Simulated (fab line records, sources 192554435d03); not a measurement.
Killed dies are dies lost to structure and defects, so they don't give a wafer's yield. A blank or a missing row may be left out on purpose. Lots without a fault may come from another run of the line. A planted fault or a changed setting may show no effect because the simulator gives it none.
fab line records | flow n5_finfet | part 2 of 2: steps 4 to 6 of 6
record lots=20 wafers=60 last_day=18
route steps=1938 shown BEOL_M8@1386 BEOL_M9@1417
lots that met no fault: from a run of the same line without faults
start_h: hours from the record's first day to the start of the lot's first wafer shown | wait_h: hours since the lot's step before | " the same as in the row above | L1.1+2: a row that stands for several wafers | - no value, or no start given | * or withheld: withheld | < > ~ a bound
route shown NAME@n: a module of which the file shows steps, and the number in the route of the first | usual: mean/standard deviation of fault-free wafers | same: alike in all rows | chamber/n: place in a boat | sites: the reading at each site | _std_site: their standard deviation | _edge_site: outer sites' mean less inner sites' | radius_mm: how far each site lies from the wafer's centre | mask NAME#n: copy n | behind: the tool/chamber that last shaped the wafer | hold: why the lot was held/for how many hours/how that ended | device: the transistor (n, p or np) that didn't switch | end of line: the same wafers' tests at the end of the route | a step without rows: its recipe alone | killed: dies lost to structure and defects at the first sort, not the wafer's yield | map: a wafer's dies, x killed, . not, _ none there
set.NAME: the setting as run; set.NAME@STEP: as run at that earlier step | model.NAME: the simulator's own value behind a step, which no gauge read
steps of the route over a sample of lots; a table a step, a row a wafer
services: from which hour (start_h, from the record's first day; less than 0 if before it) a tool's chamber was out of use, for how many hours, and why
## steps
# step N5_BEOL_M9_ETCH_76
# recipe chemistry=N2/H2 target=underlayer target_depth_a=65 mask_material=CAR-EUV time_s=5.2 ion_energy_ev=200 pressure_mtorr=30 source_w=840 bias_w=150 n2_flow_sccm=200 h2_flow_sccm=200 ends=cleared
# usual drypump_motor_current_A=5.5/0.4 etch_rf_on_time_s=5.24/0.11 oes_product_au=0.64/0.061 rf_fwd_power_W=819.6/2.4 rf_vpp_V=522.3/2.8 showerhead_plenum_p_Torr=2.49/0.09 throttle_valve_pct=18.01/0.21
# columns lot.wafer tool chamber start_h wait_h drypump_motor_current_A etch_rf_on_time_s oes_product_au rf_fwd_power_W rf_hours_counter_h rf_vpp_V showerhead_plenum_p_Torr throttle_valve_pct
L074.3 rie_diel-06 1 209.25 0.0 5.8 5.07 0.65 818.7 164 522.8 2.44 18.23
L074.4 " 0 " " 6.4 5.28 0.67 818.9 88 523.2 2.57 17.66
L074.5 " 2 " " 5.7 5.29 0.59 821.5 - 522.8 2.50 17.78
L077.2 rie_diel-04 1 223.02 0.0 5.5 5.01 0.82 820.3 14 525.1 2.59 18.13
L077.3 " 3 " " 4.9 5.02 0.61 817.5 207 523.3 2.52 18.00
L077.4 " 0 " " 6.0 5.04 0.68 818.5 136 520.7 2.46 18.01
L079.4 rie_diel-06 0 223.20 0.0 6.4 5.38 0.67 816.4 92 524.6 2.57 17.69
L079.5 " 0 " " 6.4 5.41 0.66 818.9 - 526.4 2.57 17.69
L079.6 " 3 " " 5.0 5.29 0.78 817.4 - 526.6 2.60 17.51
L075.2 rie_diel-03 1 231.80 0.0 5.6 5.24 0.61 817.8 207 522.3 2.53 17.92
L075.5 " 0 " " 5.7 5.32 0.62 821.0 - 517.6 2.35 18.08
L075.6 " 3 " " 5.7 5.25 0.63 817.3 - 521.9 2.43 18.19
L081.2 rie_diel-06 1 258.49 0.0 5.8 5.11 0.64 816.3 177 521.7 2.44 18.25
L081.3 " 0 " " 6.4 5.31 0.66 819.9 101 524.8 2.56 17.67
L081.5 " 1 " " 5.9 5.09 0.65 821.8 - 521.5 2.44 18.23
L082.2 rie_diel-03 0 273.69 0.0 5.6 5.36 0.63 822.8 163 516.9 2.34 18.12
L082.4 " 1 " " 5.6 5.24 0.59 817.2 220 525.4 2.52 17.94
L082.5 " 1 " " 5.6 5.20 0.60 822.1 - 524.0 2.52 17.95
L083.2 rie_diel-04 2 286.04 0.0 4.9 5.32 0.71 816.9 66 521.3 2.48 17.72
L083.3 " 1 " " 5.5 5.06 0.79 821.1 36 524.7 2.58 18.18
L083.6 " 3 " " 5.0 5.05 0.60 820.6 - 524.2 2.51 18.01
L086.2 rie_diel-04 1 287.07 0.0 5.5 5.06 0.78 820.7 37 524.1 2.58 18.14
L086.3 " 2 " " 4.8 5.30 0.70 823.4 67 522.3 2.48 17.68
L086.5 " 2 " " 4.8 5.28 0.72 822.1 - 522.5 2.48 17.69
L085.3 rie_diel-03 2 294.77 0.0 5.1 5.22 0.60 823.5 213 524.5 2.63 18.16
L085.4 " 1 " " 5.6 5.21 0.59 818.2 229 522.9 2.52 17.96
L085.5 " 0 " " 5.7 5.33 0.61 818.2 - 518.8 2.34 18.12
L088.1 rie_diel-03 3 301.26 0.0 5.7 5.37 0.61 819.6 195 518.3 2.42 18.25
L088.2 " 0 " " 5.7 5.37 0.62 818.9 175 518.9 2.34 18.13
L088.3 " 1 " " 5.6 5.27 0.59 821.2 232 523.1 2.52 17.96
L087.3 rie_diel-03 2 301.68 0.0 5.2 5.28 0.59 817.9 216 524.3 2.62 18.17
L087.5 " 0 " " 5.7 5.42 0.60 821.3 - 518.3 2.34 18.15
L087.6 " 1 " " 5.6 5.30 0.59 819.2 - 523.8 2.52 17.96
L089.1 rie_diel-04 0 309.36 0.0 6.0 5.10 0.66 819.9 166 520.5 2.44 18.05
L089.3 " 2 " " 4.9 5.38 0.69 822.4 76 521.9 2.47 17.72
L089.6 " 3 " " 4.9 5.10 0.59 821.3 - 524.3 2.51 18.06
L091.1 rie_diel-03 0 315.12 0.0 5.7 5.38 0.61 820.7 180 517.4 2.34 18.13
L091.3 " 1 " " 5.6 5.24 0.59 818.3 238 523.6 2.52 18.00
L091.4 " 2 " " 5.1 5.26 0.59 818.1 221 524.6 2.62 18.17
L090.2 rie_diel-04 3 318.85 0.0 5.0 5.05 0.59 819.2 242 521.1 2.51 18.05
L090.3 " 2 " " 4.9 5.29 0.69 818.3 80 522.0 2.47 17.72
L090.6 " 2 " " 4.9 5.28 0.70 817.8 - 520.0 2.47 17.72
L092.1 rie_diel-03 2 325.23 0.0 5.2 5.27 0.59 822.6 225 527.7 2.62 18.18
L092.3 " 3 " " 5.7 5.32 0.60 819.5 206 517.6 2.42 18.26
L092.6 " 3 " " 5.7 5.39 0.61 817.6 - 520.4 2.42 18.27
L093.1 rie_diel-04 1 331.11 0.0 5.5 5.11 0.74 819.0 57 523.9 2.57 18.19
L093.3 " 0 " " 6.0 5.13 0.65 820.2 177 520.6 2.44 18.08
L093.6 " 1 " " 5.5 5.04 0.75 820.9 - 524.7 2.57 18.18
L094.2 rie_diel-03 1 334.65 0.0 5.6 5.20 0.58 813.8 247 522.3 2.51 17.97
L094.3 " 3 " " 5.7 5.26 0.61 822.8 210 520.5 2.42 18.29
L094.6 " 3 " " 5.7 5.29 0.60 819.8 - 519.1 2.42 18.28
L095.1 rie_diel-04 0 351.65 0.0 6.0 5.16 0.63 814.5 186 520.3 2.44 18.08
L095.2 " 1 " " 5.5 5.08 0.74 821.8 66 523.6 2.57 18.20
L095.5 " 2 " " 4.8 5.27 0.68 816.2 - 522.9 2.47 17.73
L096.1 rie_diel-06 1 351.88 0.0 5.8 5.15 0.63 821.1 184 522.0 2.44 18.26
L096.3 " 0 " " 6.4 5.25 0.65 821.2 108 523.2 2.56 17.69
L096.4 " 2 " " 5.7 5.24 0.59 816.1 227 521.4 2.49 17.83
L097.1 rie_diel-03 2 361.56 0.0 5.2 5.24 0.59 819.4 241 524.8 2.61 18.22
L097.2 " 0 " " 5.7 5.32 0.60 821.9 201 517.2 2.33 18.19
L097.5 " 2 " " 5.2 5.28 0.57 825.0 - 524.6 2.61 18.20
# step N5_BEOL_M9_STRIP_36
# recipe chemistry=N2/H2 power_w=450 temp_c=40 pressure_mtorr=20 rf_frequency_hz=6e+07 overash_fraction=0.3 bias_power_w=7 h2_frac=0.5 n2_flow_sccm=200 h2_flow_sccm=200
# usual drypump_motor_current_A=5.5/0.4 oes_product_au=0.76/0.073 rf_vpp_V=58.9/1.3 showerhead_plenum_p_Torr=2.49/0.09 throttle_valve_pct=23.81/0.27
# columns lot.wafer tool chamber start_h wait_h drypump_motor_current_A oes_product_au rf_hours_counter_h rf_vpp_V showerhead_plenum_p_Torr throttle_valve_pct
L074.3 rie_diel-06 1 209.46 0.0 5.8 0.76 164 59.3 2.44 24.05
L074.4 " 0 " " 6.4 0.79 88 57.4 2.56 23.46
L074.5 " 2 " " 5.7 0.71 - 58.1 2.50 23.45
L077.2 rie_diel-04 1 223.23 0.0 5.5 0.96 14 61.5 2.58 24.14
L077.3 " 3 " " 4.9 0.71 207 59.2 2.52 23.64
L077.4 " 0 " " 6.1 0.78 136 58.2 2.45 23.80
L079.4 rie_diel-06 0 223.41 0.0 6.4 0.78 92 59.8 2.56 23.43
L079.5 " 0 " " 6.4 0.79 - 55.1 2.56 23.43
L079.6 " 3 " " 5.0 0.94 - 60.0 2.59 23.18
L075.2 rie_diel-03 1 232.01 0.0 5.6 0.72 207 60.9 2.52 23.76
L075.5 " 0 " " 5.7 0.74 - 58.2 2.35 23.99
L075.6 " 3 " " 5.7 0.74 - 59.9 2.43 23.91
L081.2 rie_diel-06 1 258.69 0.0 5.8 0.75 178 57.5 2.44 24.11
L081.3 " 0 " " 6.4 0.77 102 60.3 2.56 23.43
L081.5 " 1 " " 5.8 0.74 - 57.7 2.44 24.08
L082.2 rie_diel-03 0 273.90 0.0 5.7 0.73 163 58.2 2.34 24.00
L082.4 " 1 " " 5.6 0.72 220 56.0 2.52 23.79
L082.5 " 1 " " 5.5 0.71 - 60.0 2.52 23.79
L083.2 rie_diel-04 2 286.25 0.0 4.9 0.85 66 58.8 2.47 23.47
L083.3 " 1 " " 5.5 0.89 36 59.0 2.58 24.16
L083.6 " 3 " " 4.9 0.70 - 58.7 2.51 23.64
L086.2 rie_diel-04 1 287.28 0.0 5.5 0.90 37 59.3 2.57 24.19
L086.3 " 2 " " 4.8 0.86 67 60.4 2.47 23.45
L086.5 " 2 " " 4.8 0.84 - 61.2 2.47 23.44
L085.3 rie_diel-03 2 294.98 0.0 5.2 0.69 213 59.6 2.62 23.97
L085.4 " 1 " " 5.6 0.69 229 57.8 2.52 23.79
L085.5 " 0 " " 5.7 0.74 - 58.5 2.34 24.03
L088.1 rie_diel-03 3 301.46 0.0 5.7 0.71 195 61.6 2.42 23.93
L088.2 " 0 " " 5.7 0.73 175 57.7 2.34 24.01
L088.3 " 1 " " 5.6 0.70 232 60.6 2.51 23.79
L087.3 rie_diel-03 2 301.89 0.0 5.2 0.71 216 61.1 2.62 24.01
L087.5 " 0 " " 5.7 0.74 - 58.0 2.34 24.02
L087.6 " 1 " " 5.6 0.71 - 59.1 2.51 23.78
L089.1 rie_diel-04 0 309.56 0.0 6.0 0.77 167 59.1 2.44 23.81
L089.3 " 2 " " 4.9 0.86 76 57.7 2.47 23.43
L089.6 " 3 " " 4.9 0.68 - 59.0 2.50 23.71
L091.1 rie_diel-03 0 315.32 0.0 5.7 0.72 180 59.7 2.33 24.06
L091.3 " 1 " " 5.6 0.70 238 58.3 2.51 23.83
L091.4 " 2 " " 5.2 0.69 221 58.4 2.62 24.01
L090.2 rie_diel-04 3 319.05 0.0 4.9 0.68 242 57.9 2.50 23.72
L090.3 " 2 " " 4.8 0.84 80 58.4 2.47 23.46
L090.6 " 2 " " 4.9 0.84 - 58.4 2.47 23.51
L092.1 rie_diel-03 2 325.44 0.0 5.2 0.69 226 58.7 2.62 24.00
L092.3 " 3 " " 5.7 0.71 206 57.3 2.41 23.94
L092.6 " 3 " " 5.7 0.73 - 57.6 2.41 23.93
L093.1 rie_diel-04 1 331.32 0.0 5.5 0.88 57 60.5 2.57 24.18
L093.3 " 0 " " 6.0 0.74 178 60.1 2.44 23.84
L093.6 " 1 " " 5.5 0.87 - 59.8 2.57 24.21
L094.2 rie_diel-03 1 334.86 0.0 5.6 0.69 247 60.3 2.51 23.82
L094.3 " 3 " " 5.7 0.70 211 58.6 2.41 23.94
L094.6 " 3 " " 5.7 0.71 - 57.6 2.41 23.95
L095.1 rie_diel-04 0 351.85 0.0 6.0 0.75 187 59.4 2.43 23.84
L095.2 " 1 " " 5.5 0.87 66 59.4 2.56 24.24
L095.5 " 2 " " 4.8 0.82 - 62.0 2.46 23.52
L096.1 rie_diel-06 1 352.08 0.0 5.8 0.75 184 58.1 2.43 24.06
L096.3 " 0 " " 6.4 0.77 108 58.7 2.55 23.46
L096.4 " 2 " " 5.6 0.68 228 56.7 2.49 23.49
L097.1 rie_diel-03 2 361.88 0.0 5.2 0.67 241 58.0 2.61 24.03
L097.2 " 0 " " 5.7 0.71 201 56.7 2.32 24.08
L097.5 " 2 " " 5.2 0.68 - 61.3 2.61 24.04
# step N5_BEOL_M9_DEGAS_44
# recipe ambient=vacuum temp_c=250 time_s=60
# usual heater_power_w=338/47
# columns lot.wafer tool chamber start_h wait_h heater_power_w
L074.3 pvd_sputter-03 - 210.40 0.4 299
L074.4 " - " " 359
L074.5 " - " " 285
L077.2 pvd_sputter-03 - 224.36 0.5 340
L077.3 " - " " 366
L077.4 " - " " 314
L079.4 pvd_sputter-03 - 224.44 0.2 313
L079.5 " - " " 349
L079.6 " - " " 287
L075.2 pvd_sputter-02 - 232.93 0.3 342
L075.5 " - " " 344
L075.6 " - " " 430
L081.2 pvd_sputter-03 - 259.54 0.3 346
L081.3 " - " " 295
L081.5 " - " " 310
L082.2 pvd_sputter-01 - 277.06 0.6 281
L082.4 " - " " 285
L082.5 " - " " 282
L083.2 pvd_sputter-03 - 287.06 0.3 312
L083.3 " - " " 294
L083.6 " - " " 362
L086.2 pvd_sputter-03 - 288.02 0.2 347
L086.3 " - " " 295
L086.5 " - " " 352
L085.3 pvd_sputter-01 - 295.82 0.3 279
L085.4 " - " " 389
L085.5 " - " " 281
L088.1 pvd_sputter-03 - 302.38 0.5 316
L088.2 " - " " 350
L088.3 " - " " 287
L087.3 pvd_sputter-03 - 303.12 0.7 356
L087.5 " - " " 290
L087.6 " - " " 308
L089.1 pvd_sputter-03 - 310.41 0.3 351
L089.3 " - " " 287
L089.6 " - " " 305
L091.1 pvd_sputter-03 - 316.30 0.5 307
L091.3 " - " " 355
L091.4 " - " " 307
L090.2 pvd_sputter-03 - 319.78 0.2 343
L090.3 " - " " 288
L090.6 " - " " 287
L092.1 pvd_sputter-02 - 326.29 0.4 409
L092.3 " - " " 431
L092.6 " - " " 340
L093.1 pvd_sputter-02 - 333.65 1.9 335
L093.3 " - " " 424
L093.6 " - " " 343
L094.2 pvd_sputter-03 - 335.59 0.2 364
L094.3 " - " " 356
L094.6 " - " " 359
L095.1 pvd_sputter-01 - 352.59 0.3 382
L095.2 " - " " 325
L095.5 " - " " 274
L096.1 pvd_sputter-02 - 352.95 0.4 436
L096.3 " - " " 411
L096.4 " - " " 340
L097.1 pvd_sputter-01 - 363.07 0.6 276
L097.2 " - " " 281
L097.5 " - " " 282
## services
# columns tool chamber start_h hours kind
rie_diel-03 0 188.15 20.7 repair
uv_cure-03 - 221.96 2.1 pm
uv_cure-02 - 231.23 0.5 repair
uv_cure-03 - 252.88 0.7 repair
uv_cure-01 - 270.30 28.1 pm
rie_diel-06 3 270.89 5.3 repair
uv_cure-03 - 273.61 7.5 repair
rie_diel-06 2 275.62 3.6 repair
uv_cure-03 - 313.65 1.0 pm
uv_cure-03 - 314.65 2.8 pm
uv_cure-02 - 324.05 0.2 repair
rie_diel-04 3 337.03 - clean
rie_diel-04 3 337.03 - consumable_replace:focus_ring
rie_diel-04 3 337.03 21.8 scheduled_down
rie_diel-04 3 337.03 21.8 vent_cycle
uv_cure-02 - 338.03 7.5 pm
rie_diel-03 1 343.93 - clean
rie_diel-03 1 343.93 - consumable_replace:focus_ring
rie_diel-03 1 343.93 22.8 scheduled_down
rie_diel-03 1 343.93 22.8 vent_cycle
uv_cure-02 - 345.58 2.8 pm
rie_diel-06 2 345.85 4.4 repair
